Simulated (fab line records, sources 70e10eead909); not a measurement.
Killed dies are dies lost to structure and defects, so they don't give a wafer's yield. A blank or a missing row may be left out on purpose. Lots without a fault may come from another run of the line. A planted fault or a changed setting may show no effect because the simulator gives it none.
Which tool did it? | flow nand_harc | 7 lots, 21 wafers sampled, at 3 steps of a route of 1302

WHAT THE GAUGES READ, wafer by wafer
NHARC_THIN_TSV_CD_MEAS_33: target cd 5000 nm.
lot  | measured     | on        | cd_nm (nm)
L862 | day 24 20:21 | cd_sem-01 | 4998.7 4999.3 4999.8
L865 | day 25 04:32 | cd_sem-03 | 5002.9 5001.8 5000.6
L868 | day 26 21:02 | cd_sem-01 | 5002.6 5003.0 5002.5
L871 | day 29 02:39 | cd_sem-02 | 4999.7 5000.0 5001.9
L879 | day 32 11:06 | cd_sem-02 | 5002.6 5003.3 5003.4
L882 | day 32 17:56 | cd_sem-01 | 5003.6 5002.7 5003.8
L884 | day 33 11:03 | cd_sem-02 | 4999.8 4998.7 4998.7

WHICH TOOL RAN EACH LOT (tool, then ch and the chambers of the sampled wafers, then the start)
lot  | NHARC_A_DECK1_JOINT_ETCH_25         | NHARC_THIN_TSV_ANNEAL_52
L862 | wet_bench-05 ch 0,3,7, day 11 17:38 | rtp_anneal-02 ch 0, day 24 18:32
L865 | wet_bench-05 ch 0,2,6, day 12 08:13 | rtp_anneal-02 ch 0, day 25 02:38
L868 | wet_bench-01 ch 4,6,7, day 14 06:14 | rtp_anneal-02 ch 0, day 26 19:14
L871 | wet_bench-01 ch 4,5,6, day 15 09:52 | rtp_anneal-02 ch 0, day 29 00:07
L879 | wet_bench-01 ch 0,4,5, day 18 15:41 | rtp_anneal-01 ch 0, day 32 09:17
L882 | wet_bench-05 ch 5,6,7, day 19 16:17 | rtp_anneal-01 ch 0, day 32 16:07
L884 | wet_bench-01 ch 3,5,6, day 20 14:15 | rtp_anneal-02 ch 0, day 33 09:09
- NHARC_A_DECK1_JOINT_ETCH_25: etches SiO2 in dHF, target depth 0.5 nm.
- NHARC_THIN_TSV_ANNEAL_52: time 90 s.

THE ANSWER, worked out from the rows above alone
Rule: what is usual is taken from the lots themselves. Put in order of their means at a reading, lots are off if they are a third of the lots or fewer, leave a main group of 4 or more, and stand apart from it by a gap of 3 or more times the standard deviation of the main group's means; of several such gaps the widest counts. A main group whose means are all the same, to the digits that the tables above print for the reading, isn't used. A lot without any number at a reading at which 4 lots or more have one is off too. The other lots that the step has rows for count as sound.
No lot is off at any reading shown: from this, nothing can be told.

WHAT THE SIMULATOR HAD PUT IN
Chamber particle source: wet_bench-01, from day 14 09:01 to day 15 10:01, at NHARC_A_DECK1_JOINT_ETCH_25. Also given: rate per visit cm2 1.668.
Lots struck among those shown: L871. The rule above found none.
